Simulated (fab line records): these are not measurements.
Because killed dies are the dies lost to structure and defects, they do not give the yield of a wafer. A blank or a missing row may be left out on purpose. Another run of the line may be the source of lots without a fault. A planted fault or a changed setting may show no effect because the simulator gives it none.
3 desks, one fault    flow n5-finfet    numbers are kept per desk, each desk with only its own; the story behind them comes last

## THE TOOL OWNER'S DESK: pecvd-02
The tool's own readings at N5_MIM_TOP_ETCH_PECVD_03 (deposits SiNx from SiH4/NH3/N2, target thk 20 nm, time 17.6 s): means of the sampled wafers that have a number, for each lot that ran on this tool. Marked OUT: a lot whose mean sits more than 4 standard deviations from the usual mean, which makes it out of limits; the brackets give that distance.
Columns: A = chamber-pressure-Torr at N5_MIM_TOP_ETCH_PECVD_03, usual 1.500 Torr; B = heater-power-w at N5_MIM_TOP_ETCH_PECVD_03, usual 763 W; C = showerhead-plenum-p-Torr at N5_MIM_TOP_ETCH_PECVD_03, usual 5.13 Torr; D = throttle-valve-pct at N5_MIM_TOP_ETCH_PECVD_03, usual 40.9 %
lot   first seen here  A      B    C     D
L331  day 15 04:37     1.500  795  5.12  39.0
L335  day 16 14:08     1.499  750  5.13  38.6
L340  day 17 00:07     1.497  842  5.13  38.1
Result from this desk: across the 3 lots, nothing is out of limits.

## THE DEFECT DESK
What the inspections along the route counted, lot by lot: means of the sampled wafers that have a number. Marked OUT: a lot whose mean sits more than 4 standard deviations from the usual mean, which makes it out of limits; the brackets give that distance.
Columns: A = raw-defect-count at N5_MIM_TOP_LITHO_INSPECT_12, usual 2.0; B = raw-defect-count at N5_MIM_BOT_LITHO_INSPECT_12, usual 2.2
lot   first seen here  A    B
L323  day 13 06:12     3.0  2.7
L331  day 15 04:00     1.7  2.0
L335  day 16 13:29     3.7  3.0
L340  day 16 23:48     1.0  1.7
L346  day 19 05:34     1.7  5.0
L345  day 19 16:22     3.3  2.0
Result from this desk: across the 6 lots, nothing is out of limits.

## AT THE METROLOGY DESK
Means of the sampled wafers that have a number, per lot and without regard to the tool the lot ran on: this is what the gauges read. Marked OUT: a lot whose mean sits more than 4 standard deviations from the usual mean, which makes it out of limits; the brackets give that distance.
Columns: A = cd-nm at N5_MIM_TOP_LITHO_CD_MEAS_08, usual 2000.3 nm; B = MIM_TOP_OVL at N5_MIM_TOP_LITHO_OVL_MEAS_11, usual -4 nm; C = cd-nm at N5_MIM_BOT_LITHO_CD_MEAS_08, usual 2999.2 nm; D = MIM_BOT_OVL at N5_MIM_BOT_LITHO_OVL_MEAS_11, usual 4 nm
lot   first seen here  A       B    C       D
L323  day 13 06:09     2001.7  -0   2997.2  -2
L331  day 15 03:56     1999.4  0    2999.4  8
L335  day 16 13:26     1999.8  -1   2997.0  9
L340  day 16 23:44     2000.7  -1   3000.0  -1
L346  day 19 05:31     2001.3  -8   2999.5  0
L345  day 19 16:19     2000.1  -14  2997.5  8
Result from this desk: across the 6 lots, nothing is out of limits.

## PUT TOGETHER
The desk of the tool owner found nothing out of limits.
Nothing the defect desk looked at was out of limits.
Metrology desk: nothing out of limits seen.

## WHAT HAD BEEN PUT IN BY THE SIMULATOR
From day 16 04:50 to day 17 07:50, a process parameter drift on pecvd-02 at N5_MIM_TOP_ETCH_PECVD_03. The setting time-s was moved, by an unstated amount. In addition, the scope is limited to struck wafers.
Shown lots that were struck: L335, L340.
